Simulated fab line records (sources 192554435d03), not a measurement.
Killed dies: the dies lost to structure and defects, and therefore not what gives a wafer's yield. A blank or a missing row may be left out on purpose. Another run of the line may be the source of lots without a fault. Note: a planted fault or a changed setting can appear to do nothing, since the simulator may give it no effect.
fab line records    flow n5_finfet
record: lots: 7  wafers: 21
route steps=1938 shown ZERO_LAYER@9 PMOS_HMC_CHANNEL_EPI@62 FIN_SAQP@100
start_h: the number of hours between the record's first day and the start of the first shown wafer of the lot    wait_h: hours since the lot's step before    " as in the row above    L1.1+2: several wafers, shown together as one row    - value missing, or start not given    * or withheld: withheld    < > ~ a bound
route shown NAME@n: NAME is a module with steps in the file, n the number in the route of the first one    usual: the fault-free wafers' mean and standard deviation    same: alike in all rows    chamber/n: place in a boat    sites: per-site readings    _std_site: how widely they spread, as a standard deviation    _edge_site: the outer-site mean with the inner-site mean subtracted    radius_mm: how far each site lies from the wafer's centre    mask NAME#n: copy n    behind: the tool/chamber that last shaped the wafer    hold: the reason the lot was held/the length of the hold in hours/how it ended    device: the transistor (n, p or np) that didn't switch    end of line: the route-end tests of the same wafers    where a step has no rows: the recipe by itself    killed: at the first sort, the dies lost to defects and structure; wafer yield is something else    map: a wafer's dies, marking killed ones x, the rest . and places with no die _
set.NAME: setting as actually run; set.NAME@STEP: the setting as run at that earlier step    model.NAME: the simulator's own value behind a step, which no gauge read
lots where settings were altered on purpose, with a table for each step and a row for each wafer
== steps ==
step: N5_ZERO_LAYER_EXPOSE_08
recipe: mask_id: ZERO  na: 0.55  source_shape: conventional  sigma_outer: 0.8  polarization: unpolarized  defocus_nm: 0  target_cd_nm: 2000  dose_mj: 16.2
lot.wafer   tool            chamber  start_h  wait_h  mask    set.dose_mj
L074.1+4    krf_scanner-01  0        12.49    -       ZERO#0  16.2
L074.2      "               0        "        "       ZERO#0  15.84
L076.4+6    krf_scanner-02  0        24.48    -       ZERO#0  15.69
L076.5      "               0        "        "       ZERO#0  16.2
L078.2+6    krf_scanner-02  0        36.60    -       ZERO#0  16.2
L078.4      "               0        "        "       ZERO#0  15.06
L084.2+5+6  krf_scanner-02  0        72.47    -       ZERO#0  16.2
L087.1      krf_scanner-01  0        90.59    -       ZERO#0  16.85
L087.5+6    "               0        "        "       ZERO#0  16.2
L090.1      krf_scanner-01  0        108.59   -       ZERO#0  15.82
L090.3+6    "               0        "        "       ZERO#0  16.2
L095.2+6    krf_scanner-01  0        138.60   -       ZERO#0  16.2
L095.4      "               0        "        "       ZERO#0  16.62
step: N5_ZERO_LAYER_PEB_09
recipe: peb_temp_c: withheld  peb_time_s: *
step: N5_ZERO_LAYER_DEVELOP_10
recipe: develop_time_s: 60  rinse_liquid: diw  dry: air_spin  dev_temp_c: 21
step: N5_ZERO_LAYER_HARDBAKE_23
recipe: temp_c: 130  time_s: 120
step: N5_ZERO_LAYER_CD_MEAS_11
recipe: target_cd_nm: 2000  landing_energy_ev: 500  detector: se_inlens
usual: cd_nm: 2000.2/1.6
lot.wafer  tool       chamber  start_h  wait_h  set.dose_mj@ZERO_LAYER_EXPOSE_08  cd_nm
L074.1     cd_sem-03  0        12.66    -       16.2                              2001.6
L074.2     "          0        "        "       15.84                             1997.2
L074.4     "          0        "        "       16.2                              2000.6
L076.4     cd_sem-01  0        24.65    -       15.69                             1993.9
L076.5     "          0        "        "       16.2                              2001.8
L076.6     "          0        "        "       15.69                             1993.1
L078.2     cd_sem-01  0        36.77    -       16.2                              2001.4
L078.4     "          0        "        "       15.06                             1986.5
L078.6     "          0        "        "       16.2                              2001.7
L084.2     cd_sem-03  0        72.64    -       16.2                              2000.6
L084.5     "          0        "        "       16.2                              2000.9
L084.6     "          0        "        "       16.2                              2002.5
L087.1     cd_sem-02  0        90.77    -       16.85                             2007.9
L087.5     "          0        "        "       16.2                              2002.8
L087.6     "          0        "        "       16.2                              2002.0
L090.1     cd_sem-02  0        108.77   -       15.82                             1997.4
L090.3     "          0        "        "       16.2                              2000.6
L090.6     "          0        "        "       16.2                              1999.1
L095.2     cd_sem-02  0        138.77   -       16.2                              2001.4
L095.4     "          0        "        "       16.62                             2005.4
L095.6     "          0        "        "       16.2                              1999.1
step: N5_PMOS_HMC_CHANNEL_EPI_EXPOSE_06
recipe: mask_id: PMOS_HMC_BLK  na: 1.35  source_shape: conventional  sigma_outer: 0.8  polarization: unpolarized  target_cd_nm: 240  dose_mj: 41
lot.wafer   tool             chamber  start_h  wait_h  mask            set.dose_mj
L074.1+2+4  arfi_scanner-02  0        18.10    -       PMOS_HMC_BLK#0  41
L076.4+5    arfi_scanner-03  0        28.86    -       PMOS_HMC_BLK#0  39.95
L076.6      "                0        "        "       PMOS_HMC_BLK#0  41
L078.2      arfi_scanner-03  0        41.90    -       PMOS_HMC_BLK#0  42.18
L078.4+6    "                0        "        "       PMOS_HMC_BLK#0  41
L084.2+5+6  arfi_scanner-03  0        77.20    -       PMOS_HMC_BLK#0  41
L087.1+5+6  arfi_scanner-02  0        95.97    -       PMOS_HMC_BLK#0  41
L090.1+6    arfi_scanner-03  0        113.41   -       PMOS_HMC_BLK#0  41
L090.3      "                0        "        "       PMOS_HMC_BLK#0  38.47
L095.2      arfi_scanner-03  0        143.64   -       PMOS_HMC_BLK#0  41
L095.4+6    "                0        "        "       PMOS_HMC_BLK#0  39.48
step: N5_PMOS_HMC_CHANNEL_EPI_PEB_07
recipe: peb_temp_c: 110  peb_time_s: 60  resist: CAR-ArF-block
lot.wafer   tool            chamber  start_h  wait_h  set.peb_temp_c
L074.1      litho_track-02  0        18.15    0.1     110
L074.2+4    "               0        "        "       111.6
L076.4+5+6  litho_track-04  0        28.90    0.0     110
L078.2+4+6  litho_track-02  0        41.95    0.0     110
L084.2+5+6  litho_track-03  0        77.25    0.0     110
L087.1+5+6  litho_track-02  0        96.02    0.1     110
L090.1      litho_track-04  0        113.47   0.1     107.4
L090.3+6    "               0        "        "       110
L095.2+4    litho_track-02  0        143.69   0.0     106.4
L095.6      "               0        "        "       110
step: N5_PMOS_HMC_CHANNEL_EPI_DEVELOP_08
recipe: develop_time_s: 30  developer: TMAH  resist: CAR-ArF-block  dev_temp_c: 23  rinse_liquid: diw  dry: air_spin
step: N5_PMOS_HMC_CHANNEL_EPI_CD_MEAS_09
recipe: target_cd_nm: 237.4  landing_energy_ev: 500  detector: se_inlens
usual: cd_nm: 237.4/0.81
lot.wafer  tool       chamber  start_h  wait_h  set.dose_mj@PMOS_HMC_CHANNEL_EPI_EXPOSE_06  set.peb_temp_c@PMOS_HMC_CHANNEL_EPI_PEB_07  cd_nm
L074.1     cd_sem-02  0        18.22    -       41                                          110                                         237.4
L074.2     "          0        "        "       41                                          111.6                                       242.3
L074.4     "          0        "        "       41                                          111.6                                       242.0
L076.4     cd_sem-01  0        28.97    -       39.95                                       110                                         236.1
L076.5     "          0        "        "       39.95                                       110                                         235.5
L076.6     "          0        "        "       41                                          110                                         238.4
L078.2     cd_sem-01  0        42.02    -       42.18                                       110                                         239.5
L078.4     "          0        "        "       41                                          110                                         237.0
L078.6     "          0        "        "       41                                          110                                         237.4
L084.2     cd_sem-01  0        77.32    -       41                                          110                                         236.4
L084.5     "          0        "        "       41                                          110                                         236.2
L084.6     "          0        "        "       41                                          110                                         237.2
L087.1     cd_sem-03  0        96.09    -       41                                          110                                         235.9
L087.5     "          0        "        "       41                                          110                                         236.7
L087.6     "          0        "        "       41                                          110                                         237.3
L090.1     cd_sem-03  0        113.54   -       41                                          107.4                                       229.3
L090.3     "          0        "        "       38.47                                       110                                         231.6
L090.6     "          0        "        "       41                                          110                                         238.3
L095.2     cd_sem-03  0        143.76   -       41                                          106.4                                       224.5
L095.4     "          0        "        "       39.48                                       106.4                                       221.0
L095.6     "          0        "        "       39.48                                       110                                         233.8
step: N5_PMOS_HMC_CHANNEL_EPI_DESCUM_14
recipe: chemistry: O2  time_s: 7.9  source_power_w: 50  bias_power_w: 20  pressure_mtorr: 20  rf_frequency_hz: 2.712e+07  temp_c: 40  resist: CAR-ArF-block  o2_flow_sccm: 225
lot.wafer  tool         chamber  start_h  wait_h  set.dose_mj@PMOS_HMC_CHANNEL_EPI_EXPOSE_06  set.peb_temp_c@PMOS_HMC_CHANNEL_EPI_PEB_07  model.PMOS_HMC_CHANNEL_EPI.cd_nm
L074.1     rie_diel-05  2        18.31    0.0     41                                          110                                         237.6
L074.2     "            3        "        "       41                                          111.6                                       242.6
L074.4     "            2        "        "       41                                          111.6                                       242.4
L076.4     rie_diel-05  1        29.05    0.0     39.95                                       110                                         235.9
L076.5     "            1        "        "       39.95                                       110                                         235.6
L076.6     "            2        "        "       41                                          110                                         238.4
L078.2     rie_diel-04  1        42.11    0.0     42.18                                       110                                         239.9
L078.4     "            0        "        "       41                                          110                                         237.2
L078.6     "            3        "        "       41                                          110                                         237.6
L084.2     rie_diel-05  1        77.43    0.1     41                                          110                                         237
L084.5     "            2        "        "       41                                          110                                         236.3
L084.6     "            3        "        "       41                                          110                                         236.8
L087.1     rie_diel-04  2        96.18    0.0     41                                          110                                         236.1
L087.5     "            0        "        "       41                                          110                                         236.7
L087.6     "            3        "        "       41                                          110                                         237.2
L090.1     rie_diel-03  3        113.63   0.0     41                                          107.4                                       229.3
L090.3     "            2        "        "       38.47                                       110                                         231.6
L090.6     "            3        "        "       41                                          110                                         238.2
L095.2     rie_diel-05  2        143.84   0.0     41                                          106.4                                       224.5
L095.4     "            0        "        "       39.48                                       106.4                                       221.1
L095.6     "            3        "        "       39.48                                       110                                         233.7
step: N5_PMOS_HMC_CHANNEL_EPI_ETCH_32
recipe: chemistry: N2/H2  target: BARC  stop_on: SiO2  target_depth_a: 858  over_etch_frac: 0.3  time_s: 50.3  ion_energy_ev: 200  mask_material: CAR-ArF-block  pressure_mtorr: 30  source_w: 840  bias_w: 150  n2_flow_sccm: 200  h2_flow_sccm: 200
lot.wafer  tool         chamber  start_h  wait_h  set.dose_mj@PMOS_HMC_CHANNEL_EPI_EXPOSE_06  set.peb_temp_c@PMOS_HMC_CHANNEL_EPI_PEB_07  model.PMOS_HMC_CHANNEL_EPI.cd_nm
L074.1     rie_diel-05  2        18.35    0.0     41                                          110                                         240.7
L074.2     "            3        "        "       41                                          111.6                                       245.5
L074.4     "            2        "        "       41                                          111.6                                       245.6
L076.4     rie_diel-05  1        29.09    0.0     39.95                                       110                                         238.7
L076.5     "            1        "        "       39.95                                       110                                         239.1
L076.6     "            2        "        "       41                                          110                                         241.6
L078.2     rie_diel-04  1        42.14    0.0     42.18                                       110                                         243.3
L078.4     "            0        "        "       41                                          110                                         240.1
L078.6     "            3        "        "       41                                          110                                         240.4
L084.2     rie_diel-05  1        77.46    0.0     41                                          110                                         239.6
L084.5     "            2        "        "       41                                          110                                         238.6
L084.6     "            3        "        "       41                                          110                                         239.2
L087.1     rie_diel-04  2        96.22    0.0     41                                          110                                         238.4
L087.5     "            0        "        "       41                                          110                                         239
L087.6     "            3        "        "       41                                          110                                         240.4
L090.1     rie_diel-03  3        113.66   0.0     41                                          107.4                                       232.9
L090.3     "            2        "        "       38.47                                       110                                         234.7
L090.6     "            3        "        "       41                                          110                                         241.4
L095.2     rie_diel-05  2        143.88   0.0     41                                          106.4                                       226.5
L095.4     "            0        "        "       39.48                                       106.4                                       224.2
L095.6     "            3        "        "       39.48                                       110                                         236.2
step: N5_PMOS_HMC_CHANNEL_EPI_HM_OPEN_15
recipe: chemistry: CHF3/O2  target: SiO2  mask_material: CAR-ArF-block  target_depth_a: 406  CHF3_flow_sccm: 50  O2_flow_sccm: 5  Ar_flow_sccm: 200  time_s: 20.3  pressure_mtorr: 30  source_w: 650  bias_w: 170  ion_energy_ev: 200
lot.wafer  tool         chamber  start_h  wait_h  set.dose_mj@PMOS_HMC_CHANNEL_EPI_EXPOSE_06  set.peb_temp_c@PMOS_HMC_CHANNEL_EPI_PEB_07  model.PMOS_HMC_CHANNEL_EPI.cd_nm
L074.1     rie_diel-05  2        18.39    0.0     41                                          110                                         240.7
L074.2     "            3        "        "       41                                          111.6                                       245.5
L074.4     "            2        "        "       41                                          111.6                                       245.6
L076.4     rie_diel-05  1        29.13    0.0     39.95                                       110                                         238.7
L076.5     "            1        "        "       39.95                                       110                                         239.1
L076.6     "            2        "        "       41                                          110                                         241.6
L078.2     rie_diel-04  1        42.18    0.0     42.18                                       110                                         243.3
L078.4     "            0        "        "       41                                          110                                         240.1
L078.6     "            3        "        "       41                                          110                                         240.5
L084.2     rie_diel-05  1        77.50    0.0     41                                          110                                         239.6
L084.5     "            2        "        "       41                                          110                                         238.6
L084.6     "            3        "        "       41                                          110                                         239.1
L087.1     rie_diel-04  2        96.26    0.0     41                                          110                                         238.4
L087.5     "            0        "        "       41                                          110                                         239.1
L087.6     "            3        "        "       41                                          110                                         240.4
L090.1     rie_diel-03  3        113.70   0.0     41                                          107.4                                       232.9
L090.3     "            2        "        "       38.47                                       110                                         234.7
L090.6     "            3        "        "       41                                          110                                         241.4
L095.2     rie_diel-05  2        143.92   0.0     41                                          106.4                                       226.5
L095.4     "            0        "        "       39.48                                       106.4                                       224.2
L095.6     "            3        "        "       39.48                                       110                                         236.1
step: N5_PMOS_HMC_CHANNEL_EPI_STRIP_33
recipe: chemistry: N2/H2  power_w: 500  temp_c: 40  pressure_mtorr: 50  rf_frequency_hz: 6e+07  overash_fraction: 0.3  bias_power_w: 8  h2_frac: 0.5  n2_flow_sccm: 300  h2_flow_sccm: 300
step: N5_PMOS_HMC_CHANNEL_EPI_STRIP_17
recipe: chemistry: SPM  time_s: 750  temp_c: 130  h2so4_h2o2_vol_ratio: 4  dry: ipa_marangoni
step: N5_PMOS_HMC_CHANNEL_EPI_ETCH_38
recipe: chemistry: CF4  target: SiO2  target_depth_a: 15  ion_energy_ev: 350  pressure_mtorr: 10  icp_w: 800  bias_w: 400  cf4_flow_sccm: 80
lot.wafer  tool       chamber  start_h  wait_h  set.dose_mj@PMOS_HMC_CHANNEL_EPI_EXPOSE_06  set.peb_temp_c@PMOS_HMC_CHANNEL_EPI_PEB_07  model.PMOS_HMC_CHANNEL_EPI.cd_nm
L074.1     rie_si-01  0        18.75    0.0     41                                          110                                         240.7
L074.2+4   "          3,1      "        "       41                                          111.6                                       245.5
L076.4     rie_si-05  3        29.49    0.0     39.95                                       110                                         238.7
L076.5     "          3        "        "       39.95                                       110                                         239.2
L076.6     "          2        "        "       41                                          110                                         241.6
L078.2     rie_si-01  0        42.54    0.0     42.18                                       110                                         243.2
L078.4     "          3        "        "       41                                          110                                         240
L078.6     "          1        "        "       41                                          110                                         240.4
L084.2     rie_si-01  0        77.86    0.0     41                                          110                                         239.6
L084.5     "          1        "        "       41                                          110                                         238.6
L084.6     "          0        "        "       41                                          110                                         239.1
L087.1     rie_si-05  3        96.62    0.0     41                                          110                                         238.4
L087.5     "          1        "        "       41                                          110                                         239.1
L087.6     "          0        "        "       41                                          110                                         240.4
L090.1     rie_si-05  0        114.06   0.0     41                                          107.4                                       232.9
L090.3     "          1        "        "       38.47                                       110                                         234.8
L090.6     "          3        "        "       41                                          110                                         241.5
L095.2     rie_si-01  0        144.28   0.0     41                                          106.4                                       226.6
L095.4     "          3        "        "       39.48                                       106.4                                       224.2
L095.6     "          0        "        "       39.48                                       110                                         236.2
step: N5_PMOS_HMC_CHANNEL_EPI_FIN_RECESS_16
recipe: chemistry: HBr/Cl2  target: Si  mask_material: SiO2  target_depth_a: 540  time_s: 18  pressure_mtorr: 10  icp_w: 800  bias_w: 75  HBr_flow_sccm: 150  Cl2_flow_sccm: 80
lot.wafer  tool       chamber  start_h  wait_h  set.dose_mj@PMOS_HMC_CHANNEL_EPI_EXPOSE_06  set.peb_temp_c@PMOS_HMC_CHANNEL_EPI_PEB_07  model.PMOS_HMC_CHANNEL_EPI.cd_nm
L074.1     rie_si-01  0        18.77    0.0     41                                          110                                         240.7
L074.2     "          3        "        "       41                                          111.6                                       245.5
L074.4     "          1        "        "       41                                          111.6                                       245.6
L076.4     rie_si-05  3        29.51    0.0     39.95                                       110                                         238.7
L076.5     "          3        "        "       39.95                                       110                                         239.2
L076.6     "          2        "        "       41                                          110                                         241.6
L078.2     rie_si-01  0        42.56    0.0     42.18                                       110                                         243.2
L078.4     "          3        "        "       41                                          110                                         240.1
L078.6     "          1        "        "       41                                          110                                         240.4
L084.2     rie_si-01  0        77.88    0.0     41                                          110                                         239.7
L084.5     "          1        "        "       41                                          110                                         238.6
L084.6     "          0        "        "       41                                          110                                         239.2
L087.1     rie_si-05  3        96.64    0.0     41                                          110                                         238.5
L087.5     "          1        "        "       41                                          110                                         239.1
L087.6     "          0        "        "       41                                          110                                         240.4
L090.1     rie_si-05  0        114.08   0.0     41                                          107.4                                       233
L090.3     "          1        "        "       38.47                                       110                                         234.8
L090.6     "          3        "        "       41                                          110                                         241.5
L095.2     rie_si-01  0        144.30   0.0     41                                          106.4                                       226.6
L095.4     "          3        "        "       39.48                                       106.4                                       224.1
L095.6     "          0        "        "       39.48                                       110                                         236.1
step: N5_FIN_SAQP_PECVD_06
recipe: material: a-Si  target_thk_a: 600  temp_c: 400  precursor: SiH4/He  pressure_torr: 3  rf_w: 100  time_s: 48.1
lot.wafer  tool      chamber  start_h  wait_h  set.time_s  model.a-Si_of_FIN_SAQP_PECVD_06.thk_nm
L074.1     pecvd-02  0        21.95    0.0     48.1        61.09
L074.2     "         1        "        "       48.1        60.23
L074.4     "         2        "        "       48.1        60.6
L076.4     pecvd-02  2        32.70    0.0     45.04       57.24
L076.5     "         1        "        "       48.1        61.27
L076.6     "         0        "        "       48.1        60.99
L078.2     pecvd-04  2        45.59    0.0     48.1        60.27
L078.4     "         0        "        "       48.1        60.25
L078.6     "         2        "        "       53.83       67.87
L084.2     pecvd-04  1        81.15    0.0     48.1        58.85
L084.5     "         2        "        "       48.1        60.45
L084.6     "         1        "        "       48.1        59.21
L087.1     pecvd-03  2        100.18   0.0     48.1        60.47
L087.5     "         0        "        "       44.7        56.5
L087.6     "         2        "        "       44.7        57.01
L090.1     pecvd-03  0        117.19   0.0     48.1        59.41
L090.3     "         2        "        "       48.1        59.22
L090.6     "         2        "        "       48.1        60.68
L095.2     pecvd-02  0        147.69   0.0     48.1        60.11
L095.4     "         2        "        "       43.13       54.3
L095.6     "         1        "        "       43.13       53.82
step: N5_FIN_SAQP_THK_MEAS_07
usual: thk_nm: 60.0/0.84
lot.wafer  tool           chamber  start_h  wait_h  set.time_s@FIN_SAQP_PECVD_06  thk_nm
L074.1     film_metro-01  -        22.04    0.1     48.1                          61.2
L074.2     "              -        "        "       48.1                          60.2
L074.4     "              -        "        "       48.1                          60.6
L076.4     film_metro-01  -        32.76    0.0     45.04                         57.2
L076.5     "              -        "        "       48.1                          61.2
L076.6     "              -        "        "       48.1                          60.9
L078.2     film_metro-01  -        45.68    0.1     48.1                          60.3
L078.4     "              -        "        "       48.1                          60.3
L078.6     "              -        "        "       53.83                         67.9
L084.2     film_metro-02  -        81.24    0.1     48.1                          58.8
L084.5     "              -        "        "       48.1                          60.4
L084.6     "              -        "        "       48.1                          59.1
L087.1     film_metro-01  -        100.27   0.1     48.1                          60.5
L087.5     "              -        "        "       44.7                          56.5
L087.6     "              -        "        "       44.7                          57.0
L090.1     film_metro-02  -        117.28   0.1     48.1                          59.4
L090.3     "              -        "        "       48.1                          59.2
L090.6     "              -        "        "       48.1                          60.6
L095.2     film_metro-01  -        147.79   0.1     48.1                          60.1
L095.4     "              -        "        "       43.13                         54.3
L095.6     "              -        "        "       43.13                         53.9
step: N5_FIN_SAQP_EXPOSE_13
recipe: mask_id: FIN_CORE  na: 1.35  source_shape: dipole  sigma_inner: 0.538  sigma_outer: 0.738  polarization: te  target_cd_nm: 35.6  dose_mj: 63.25
lot.wafer   tool             chamber  start_h  wait_h  mask        set.dose_mj
L074.1+2+4  arfi_scanner-03  0        22.30    -       FIN_CORE#0  63.25
L076.4      arfi_scanner-01  0        33.01    -       FIN_CORE#0  63.25
L076.5+6    "                0        "        "       FIN_CORE#0  60.66
L078.2+6    arfi_scanner-01  0        46.04    -       FIN_CORE#0  63.25
L078.4      "                0        "        "       FIN_CORE#0  60.8
L084.2+5+6  arfi_scanner-02  0        81.48    -       FIN_CORE#0  63.25
L087.1+6    arfi_scanner-02  0        100.50   -       FIN_CORE#0  63.25
L087.5      "                0        "        "       FIN_CORE#0  64.69
L090.1+3    arfi_scanner-02  0        117.64   -       FIN_CORE#0  63.25
L090.6      "                0        "        "       FIN_CORE#0  61.02
L095.2+4    arfi_scanner-02  0        148.17   -       FIN_CORE#0  66.38
L095.6      "                0        "        "       FIN_CORE#0  63.25
step: N5_FIN_SAQP_PEB_14
recipe: peb_temp_c: withheld  peb_time_s: 60  resist: CAR-ArF
step: N5_FIN_SAQP_DEVELOP_15
recipe: develop_time_s: 30  developer: TMAH  resist: CAR-ArF  dev_temp_c: 23  rinse_liquid: diw  dry: air_spin
step: N5_FIN_SAQP_CD_MEAS_16
recipe: target_cd_nm: 35.6  landing_energy_ev: 500  detector: se_inlens
usual: cd_nm: 35.51/0.26
lot.wafer  tool       chamber  start_h  wait_h  set.dose_mj@FIN_SAQP_EXPOSE_13  cd_nm
L074.1     cd_sem-01  0        22.43    -       63.25                           35.94
L074.2     "          0        "        "       63.25                           35.71
L074.4     "          0        "        "       63.25                           35.71
L076.4     cd_sem-03  0        33.12    -       63.25                           35.94
L076.5     "          0        "        "       60.66                           36.92
L076.6     "          0        "        "       60.66                           36.89
L078.2     cd_sem-03  0        46.16    -       63.25                           35.04
L078.4     "          0        "        "       60.8                            36.80
L078.6     "          0        "        "       63.25                           35.11
L084.2     cd_sem-02  0        81.60    -       63.25                           35.61
L084.5     "          0        "        "       63.25                           35.27
L084.6     "          0        "        "       63.25                           35.15
L087.1     cd_sem-03  0        100.63   -       63.25                           35.51
L087.5     "          0        "        "       64.69                           35.08
L087.6     "          0        "        "       63.25                           35.54
L090.1     cd_sem-02  0        117.77   -       63.25                           35.36
L090.3     "          0        "        "       63.25                           35.53
L090.6     "          0        "        "       61.02                           36.15
L095.2     cd_sem-03  0        148.29   -       66.38                           34.77
L095.4     "          0        "        "       66.38                           34.06
L095.6     "          0        "        "       63.25                           35.52
step: N5_FIN_SAQP_HM_OPEN_73
recipe: chemistry: CHF3/O2  target: SiO2  stop_on: a-Si  target_depth_a: 120  over_etch_frac: 1.8  mask_material: SOC  time_s: 16.8  pressure_mtorr: 30  source_w: 650  bias_w: 170  Ar_flow_sccm: 200  CHF3_flow_sccm: 50  O2_flow_sccm: 5  ion_energy_ev: 200  ends: end_point
step: N5_FIN_SAQP_STRIP_74
recipe: chemistry: CHF3/O2  resist: SiARC  rf_frequency_hz: 6e+07
step: N5_FIN_SAQP_MANDREL_ETCH_22
recipe: target_depth_a: 600  chemistry: HBr/Cl2  target: a-Si  stop_on: SiNx  bt_time_s: 10  over_etch_frac: 0.5  time_s: 30  pressure_mtorr: 10  icp_w: 800  bias_w: 75  HBr_flow_sccm: 150  Cl2_flow_sccm: 80  ends: end_point
usual: oes_product_au: 0.776/0.011
lot.wafer  tool       chamber  start_h  wait_h  set.time_s@FIN_SAQP_PECVD_06  oes_product_au  model.etch.depth_nm
L074.1     rie_si-04  2        23.20    0.0     48.1                          0.782           61.04
L074.2     "          3        "        "       48.1                          0.774           60.22
L074.4     "          0        "        "       48.1                          0.791           60.58
L076.4     rie_si-04  3        34.22    0.0     45.04                         0.748           57.24
L076.5     "          2        "        "       48.1                          0.780           61.27
L076.6     "          1        "        "       48.1                          0.777           60.99
L078.2     rie_si-02  2        46.54    0.0     48.1                          0.785           60.27
L078.4     "          1        "        "       48.1                          0.791           60.25
L078.6     "          3        "        "       53.83                         0.847           67.87
L084.2     rie_si-06  0        81.98    0.0     48.1                          0.753           58.84
L084.5     "          0        "        "       48.1                          0.767           60.4
L084.6     "          3        "        "       48.1                          0.769           59.19
L087.1     rie_si-04  3        101.01   0.0     48.1                          0.774           60.45
L087.5     "          0        "        "       44.7                          0.754           56.5
L087.6     "          3        "        "       44.7                          0.744           57.01
L090.1     rie_si-02  2        118.53   0.0     48.1                          0.781           59.41
L090.3     "          0        "        "       48.1                          0.769           59.19
L090.6     "          0        "        "       48.1                          0.794           60.68
L095.2     rie_si-06  0        148.67   0.0     48.1                          0.767           60.1
L095.4     "          3        "        "       43.13                         0.730           54.29
L095.6     "          0        "        "       43.13                         0.719           53.81
== key ==
split: step: N5_ZERO_LAYER_EXPOSE_08  setting: dose_mj  stated: 16.2  by: wafer
response: step: N5_ZERO_LAYER_CD_MEAS_11  reading: cd_nm  change: +1.97  per: 1%  r: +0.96
split: step: N5_PMOS_HMC_CHANNEL_EPI_EXPOSE_06  setting: dose_mj  stated: 41  by: wafer
response: step: N5_PMOS_HMC_CHANNEL_EPI_CD_MEAS_09  reading: cd_nm  slope: +0.994  per: 1%  together_with: peb_temp_c@PMOS_HMC_CHANNEL_EPI_PEB_07  explained: 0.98
response: step: N5_PMOS_HMC_CHANNEL_EPI_DESCUM_14  reading: model.PMOS_HMC_CHANNEL_EPI.cd_nm  slope: +0.995  per: 1%  together_with: peb_temp_c@PMOS_HMC_CHANNEL_EPI_PEB_07  explained: 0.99
response: step: N5_PMOS_HMC_CHANNEL_EPI_ETCH_32  reading: model.PMOS_HMC_CHANNEL_EPI.cd_nm  slope: +1  per: 1%  together_with: peb_temp_c@PMOS_HMC_CHANNEL_EPI_PEB_07  explained: 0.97
response: step: N5_PMOS_HMC_CHANNEL_EPI_HM_OPEN_15  reading: model.PMOS_HMC_CHANNEL_EPI.cd_nm  slope: +1  per: 1%  together_with: peb_temp_c@PMOS_HMC_CHANNEL_EPI_PEB_07  explained: 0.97
response: step: N5_PMOS_HMC_CHANNEL_EPI_ETCH_38  reading: model.PMOS_HMC_CHANNEL_EPI.cd_nm  slope: +0.991  per: 1%  together_with: peb_temp_c@PMOS_HMC_CHANNEL_EPI_PEB_07  explained: 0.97
response: step: N5_PMOS_HMC_CHANNEL_EPI_FIN_RECESS_16  reading: model.PMOS_HMC_CHANNEL_EPI.cd_nm  slope: +0.997  per: 1%  together_with: peb_temp_c@PMOS_HMC_CHANNEL_EPI_PEB_07  explained: 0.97
split: step: N5_PMOS_HMC_CHANNEL_EPI_PEB_07  setting: peb_temp_c  stated: 110  by: wafer
response: step: N5_PMOS_HMC_CHANNEL_EPI_CD_MEAS_09  reading: cd_nm  change: +3.07  per: 1%  r: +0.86
response: step: N5_PMOS_HMC_CHANNEL_EPI_DESCUM_14  reading: model.PMOS_HMC_CHANNEL_EPI.cd_nm  change: +3.03  per: 1%  r: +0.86
response: step: N5_PMOS_HMC_CHANNEL_EPI_ETCH_32  reading: model.PMOS_HMC_CHANNEL_EPI.cd_nm  slope: +3.7  per: 1%  together_with: dose_mj@PMOS_HMC_CHANNEL_EPI_EXPOSE_06  explained: 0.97
response: step: N5_PMOS_HMC_CHANNEL_EPI_HM_OPEN_15  reading: model.PMOS_HMC_CHANNEL_EPI.cd_nm  slope: +3.69  per: 1%  together_with: dose_mj@PMOS_HMC_CHANNEL_EPI_EXPOSE_06  explained: 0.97
response: step: N5_PMOS_HMC_CHANNEL_EPI_ETCH_38  reading: model.PMOS_HMC_CHANNEL_EPI.cd_nm  slope: +3.69  per: 1%  together_with: dose_mj@PMOS_HMC_CHANNEL_EPI_EXPOSE_06  explained: 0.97
response: step: N5_PMOS_HMC_CHANNEL_EPI_FIN_RECESS_16  reading: model.PMOS_HMC_CHANNEL_EPI.cd_nm  slope: +3.69  per: 1%  together_with: dose_mj@PMOS_HMC_CHANNEL_EPI_EXPOSE_06  explained: 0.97
split: step: N5_FIN_SAQP_PECVD_06  setting: time_s  stated: 48.1  by: wafer
response: step: N5_FIN_SAQP_PECVD_06  reading: model.a-Si_of_FIN_SAQP_PECVD_06.thk_nm  change: +0.602  per: 1%  r: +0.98
response: step: N5_FIN_SAQP_THK_MEAS_07  reading: thk_nm  change: *  per: 1%  r: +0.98
response: step: N5_FIN_SAQP_MANDREL_ETCH_22  reading: oes_product_au  change: +0.00444  per: 1%  r: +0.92
response: step: N5_FIN_SAQP_MANDREL_ETCH_22  reading: model.etch.depth_nm  change: +0.602  per: 1%  r: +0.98
split: step: N5_FIN_SAQP_EXPOSE_13  setting: dose_mj  stated: 63.25  by: wafer
response: step: N5_FIN_SAQP_CD_MEAS_16  reading: cd_nm  change: -0.266  per: 1%  r: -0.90
